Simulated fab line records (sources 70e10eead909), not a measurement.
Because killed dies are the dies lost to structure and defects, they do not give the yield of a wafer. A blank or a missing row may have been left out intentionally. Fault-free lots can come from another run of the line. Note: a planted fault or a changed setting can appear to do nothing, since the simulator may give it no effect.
Matching of chambers -- flow nand-harc -- NHARC_A_WL_FILL_STRIP_29 on rie-diel-13 has 4 sister chambers
The step strips in O2, time 20 s. 4 wafers are shown with their chamber, then 11 later ones without.

## WAFERS PAIRED WITH THEIR CHAMBERS
wafer,chamber,oes-product-au (a.u.)
L088.3,1,0.984
L088.5,2,1.002
L088.6,3,0.989
L091.1,0,0.987

## WAFERS MISSING THEIR CHAMBER
wafer,oes-product-au (a.u.)
L091.2,1.000
L091.3,1.011
L089.3,1.004
L089.4,0.991
L089.6,0.998
L090.2,1.000
L090.4,0.992
L090.5,1.000
L096.2,0.991
L096.3,0.993
L096.6,0.988

## WHICH CHAMBER EACH ONE RAN IN
wafer,from the rows above,in truth
L091.2,2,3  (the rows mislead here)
L091.3,2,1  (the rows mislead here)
L089.3,2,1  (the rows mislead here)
L089.4,can't be placed: 3 or 0 or 1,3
L089.6,can't be placed: 2 or 3 or 0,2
L090.2,2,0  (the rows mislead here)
L090.4,can't be placed: 3 or 0 or 1 or 2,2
L090.5,2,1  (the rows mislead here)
L096.2,can't be placed: 3 or 0 or 1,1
L096.3,can't be placed: 3 or 0 or 1 or 2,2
L096.6,can't be placed: 0 or 3 or 1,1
Placed correctly: 0 of 11. Unplaceable from these rows: 6, with the true chamber sitting among the candidates in 6. 5 placed wrongly.
How it was worked out, from the rows above alone: a wafer's distance from a chamber is the root of the sum, over the readings, of the square of ((its reading less the chamber's mean) divided by the reading's scatter). The wafer belongs to the nearest chamber; if the next one is less than 2 further off, it can't be placed. Each chamber's mean is taken over the wafers shown for it. The scatter: root of mean squared gap, hidden wafer to nearest shown wafer, with one shown wafer a chamber.
